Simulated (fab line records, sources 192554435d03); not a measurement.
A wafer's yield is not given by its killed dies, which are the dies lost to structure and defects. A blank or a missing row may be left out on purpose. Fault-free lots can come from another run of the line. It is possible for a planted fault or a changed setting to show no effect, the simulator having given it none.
Which tool is to blame? | flow n5_finfet | 9 lots, 27 wafers sampled, at 7 steps of a route of 1938

== WHAT EACH GAUGE READ, for each wafer ==
N5_MOL_CONTACT_COAG_CD_MEAS_84 targets a cd of 25.1 nm.
lot  | measured     | on        | cd_nm (nm)
L616 | day 5 02:06  | cd_sem-01 | 25.10 24.99 25.35
L618 | day 5 18:01  | cd_sem-03 | 24.86 25.14 24.84
L628 | day 8 01:16  | cd_sem-03 | 25.20 25.34 24.90
L629 | day 8 10:09  | cd_sem-01 | 25.37 25.20 24.97
L630 | day 8 14:52  | cd_sem-01 | 25.56 24.94 24.96
L632 | day 9 13:08  | cd_sem-01 | 25.25 25.63 25.26
L633 | day 9 15:50  | cd_sem-02 | 25.12 25.15 25.16
L638 | day 10 17:26 | cd_sem-02 | 25.23 24.99 24.72
L639 | day 10 19:49 | cd_sem-03 | 24.98 25.12 25.17

N5_MOL_CONTACT_COAG_CD_MEAS_137 targets a cd of 16 nm.
lot  | measured     | on        | cd_nm (nm)
L616 | day 5 04:27  | cd_sem-03 | 16.1 16.0 16.1
L618 | day 5 18:58  | cd_sem-02 | 15.8 16.1 16.2
L628 | day 8 02:39  | cd_sem-02 | - - -
L629 | day 8 11:18  | cd_sem-02 | - - -
L630 | day 8 16:16  | cd_sem-01 | - - -
L632 | day 9 14:40  | cd_sem-02 | 16.2 16.2 16.0
L633 | day 9 16:52  | cd_sem-03 | 16.3 16.0 15.8
L638 | day 10 18:58 | cd_sem-02 | 15.9 15.5 16.1
L639 | day 10 20:44 | cd_sem-02 | 16.0 16.4 15.5

N5_MOL_CONTACT_COAG_INSPECT_42: inspects for defects (brightfield).
lot  | measured     | on                | raw_defect_count
L616 | day 5 04:59  | defect_inspect-01 | 226 323 217
L618 | day 5 19:22  | defect_inspect-01 | 176 200 149
L628 | day 8 03:11  | defect_inspect-01 | 1947 1985 1923
L629 | day 8 11:50  | defect_inspect-01 | 1904 2052 2013
L630 | day 8 16:48  | defect_inspect-02 | 2094 1959 2060
L632 | day 9 15:04  | defect_inspect-02 | 285 263 351
L633 | day 9 17:24  | defect_inspect-01 | 141 213 123
L638 | day 10 19:30 | defect_inspect-02 | 372 318 412
L639 | day 10 21:16 | defect_inspect-01 | 176 134 149

N5_BEOL_M4_RC_MEAS_101.
lot  | measured     | on        | DIBL_N (mV/V)  | DIBL_P (mV/V)  | IOFF_N (nA/um)    | IOFF_P (nA/um)    | ION_N (uA/um) | ION_P (uA/um) | SS_N (mV/dec)  | SS_P (mV/dec)  | VT_N (mV)         | VT_P (mV)
L616 | day 7 20:11  | prober-02 | 36.5 37.0 37.2 | 35.4 36.7 36.3 | 0.134 0.155 0.149 | 0.171 0.186 0.185 | 664 688 660   | 453 458 451   | 71.2 70.7 70.8 | 73.7 73.7 73.2 | 250.4 248.1 251.0 | -256.0 -253.7 -256.5
L618 | day 8 12:26  | prober-02 | 35.8 36.0 35.8 | 37.5 37.2 36.9 | 0.165 0.168 0.166 | 0.224 0.219 0.208 | 677 682 687   | 471 467 467   | 71.8 71.8 70.9 | 73.8 73.6 73.2 | 249.6 247.4 248.3 | -249.5 -249.8 -250.5
L632 | day 12 05:47 | prober-02 | 36.1 34.7 36.1 | 35.7 34.1 36.0 | 0.175 0.146 0.174 | 0.209 0.191 0.210 | 686 675 682   | 466 464 459   | 71.6 71.5 71.4 | 72.9 72.1 73.4 | 244.6 250.2 249.9 | -251.3 -250.9 -251.5
L633 | day 12 08:25 | prober-01 | 37.9 36.9 38.5 | 38.7 37.5 39.4 | 0.222 0.207 0.247 | 0.244 0.225 0.256 | 696 697 703   | 468 468 469   | 72.3 71.7 71.3 | 73.6 74.4 74.2 | 246.7 245.8 242.5 | -248.5 -249.9 -246.1
L638 | day 13 16:01 | prober-02 | 35.5 36.0 36.3 | 35.8 36.8 36.5 | 0.140 0.158 0.155 | 0.200 0.221 0.216 | 660 670 665   | 457 465 464   | 71.3 72.0 71.7 | 72.4 73.2 72.3 | 250.5 249.4 251.5 | -249.5 -250.0 -250.7
L639 | day 13 15:23 | prober-02 | 37.4 36.6 37.8 | 37.1 36.1 36.8 | 0.184 0.164 0.174 | 0.225 0.212 0.218 | 675 674 678   | 464 457 459   | 71.4 71.6 71.2 | 73.8 73.7 74.1 | 246.9 251.0 249.6 | -250.5 -251.4 -249.9

== WHAT TOOL EACH LOT RAN ON (gives the tool, then ch and the chambers of the sampled wafers, and finally the start) ==
lot  | N5_MOL_CONTACT_COAG_PRE_CLEAN_142 | N5_MOL_CONTACT_COAG_ALD_131      | N5_MOL_CONTACT_COAG_ETCHBACK_132
L616 | pvd_sputter-01, day 4 22:04       | ald_sin-04 ch 0,2,3, day 5 03:47 | rie_diel-01 ch 1,3, day 5 03:58
L618 | pvd_sputter-03, day 5 13:26       | ald_sin-03 ch 1,2,3, day 5 18:17 | rie_diel-02 ch 1,2, day 5 18:28
L628 | pvd_sputter-01, day 7 21:15       | ald_sin-01 ch 0,1,2, day 8 01:59 | rie_diel-04 ch 1,2,3, day 8 02:10
L629 | pvd_sputter-03, day 8 06:08       | ald_sin-01 ch 0,3, day 8 10:37   | rie_diel-02 ch 1,2, day 8 10:48
L630 | pvd_sputter-02, day 8 10:38       | ald_sin-01 ch 0,1,2, day 8 15:36 | rie_diel-04 ch 0,1,2, day 8 15:47
L632 | pvd_sputter-02, day 9 08:52       | ald_sin-04 ch 1,3, day 9 13:53   | rie_diel-04 ch 2,3, day 9 14:10
L633 | pvd_sputter-01, day 9 12:01       | ald_sin-04 ch 0,2,3, day 9 16:05 | rie_diel-04 ch 0,1, day 9 16:22
L638 | pvd_sputter-01, day 10 13:10      | ald_sin-01 ch 0,2, day 10 18:00  | rie_diel-01 ch 0,1,2, day 10 18:28
L639 | pvd_sputter-03, day 10 15:43      | ald_sin-04 ch 0,2, day 10 20:04  | rie_diel-02 ch 2,3, day 10 20:14
- N5_MOL_CONTACT_COAG_PRE_CLEAN_142: time 60 s.
- N5_MOL_CONTACT_COAG_ALD_131: deposits SiO2, target thk 5 nm, pulse time 1 s, co reactant pulse time 1 s.
- N5_MOL_CONTACT_COAG_ETCHBACK_132: etches SiO2 in CHF3, target depth 10 nm, time 6.7 s.

== WHAT THE TOOLS THEMSELVES READ (means of the sampled wafers that have a number; where no wafer has one, the mark that the record gives instead) ==
N5_MOL_CONTACT_COAG_PRE_CLEAN_142.
lot  | tool           | heater_power_w (W)
L616 | pvd_sputter-01 | 444
L618 | pvd_sputter-03 | 452
L628 | pvd_sputter-01 | 436
L629 | pvd_sputter-03 | 423
L630 | pvd_sputter-02 | 422
L632 | pvd_sputter-02 | 421
L633 | pvd_sputter-01 | 441
L638 | pvd_sputter-01 | 436
L639 | pvd_sputter-03 | 432

N5_MOL_CONTACT_COAG_ALD_131.
lot  | tool       | chamber_pressure_Torr (Torr) | heater_power_w (W) | precursor_pulse_height_rel
L616 | ald_sin-04 | 2.003                        | 78                 | 0.997
L618 | ald_sin-03 | 2.000                        | 73                 | 0.998
L628 | ald_sin-01 | -                            | -                  | -
L629 | ald_sin-01 | -                            | -                  | -
L630 | ald_sin-01 | -                            | -                  | -
L632 | ald_sin-04 | 2.005                        | 73                 | 1.004
L633 | ald_sin-04 | 1.999                        | 78                 | 0.979
L638 | ald_sin-01 | 2.003                        | 84                 | 1.012
L639 | ald_sin-04 | 2.005                        | 88                 | 0.987

N5_MOL_CONTACT_COAG_ETCHBACK_132.
lot  | tool        | drypump_motor_current_A (A) | oes_product_au (a.u.) | rf_vpp_V (V) | showerhead_plenum_p_Torr (Torr) | throttle_valve_pct (%)
L616 | rie_diel-01 | 6.1                         | 0.82                  | 523          | 2.38                            | 18.95
L618 | rie_diel-02 | 5.3                         | 0.70                  | 526          | 2.32                            | 18.92
L628 | rie_diel-04 | 5.3                         | 0.81                  | 521          | 2.39                            | 18.88
L629 | rie_diel-02 | 5.1                         | 0.79                  | 521          | 2.30                            | 18.88
L630 | rie_diel-04 | 5.3                         | 0.84                  | 527          | 2.40                            | 18.90
L632 | rie_diel-04 | 5.5                         | 0.87                  | 521          | 2.41                            | 18.87
L633 | rie_diel-04 | 5.0                         | 0.75                  | 527          | 2.37                            | 18.95
L638 | rie_diel-01 | 5.8                         | 0.85                  | 527          | 2.41                            | 18.60
L639 | rie_diel-02 | 5.0                         | 0.72                  | 522          | 2.30                            | 19.01

== THE ANSWER, worked out from the rows above alone ==
Rule: what is usual is taken from the lots themselves. Put in order of their means at a reading, lots are off if they are a third of the lots or fewer, leave a main group of 4 or more, and stand apart from it by a gap of 3 or more times the standard deviation of the main group's means; of several such gaps the widest counts. A main group is skipped when, at the precision printed for the reading in the tables above, its means are all equal. A lot without any number at a reading at which 4 lots or more have one is off too. All remaining lots with rows at the step are treated as sound. After the gauges, taken in route order, come the tools' own readings; for these a lot's mean is taken, as printed above. At the first step where some lot is off, the reading lying furthest off is the one used; lots without a number count as furthest.
Off: L628, L629, L630 (N5_MOL_CONTACT_COAG_CD_MEAS_137, cd_nm). Without a number there: L628, L629, L630. Main group: mean 16.0 nm, sd 0.094.
If a tool, at a process step before that reading, ran all the lots that are off and no sound lot after the first of them, it fits. The gauges at N5_MOL_CONTACT_COAG_CD_MEAS_137 aren't tried: what is off there is off at N5_MOL_CONTACT_COAG_INSPECT_42 too, on other tools, and a gauge's error can't cause that. None of those tried fits.

== WHAT THE SIMULATOR PUT IN ==
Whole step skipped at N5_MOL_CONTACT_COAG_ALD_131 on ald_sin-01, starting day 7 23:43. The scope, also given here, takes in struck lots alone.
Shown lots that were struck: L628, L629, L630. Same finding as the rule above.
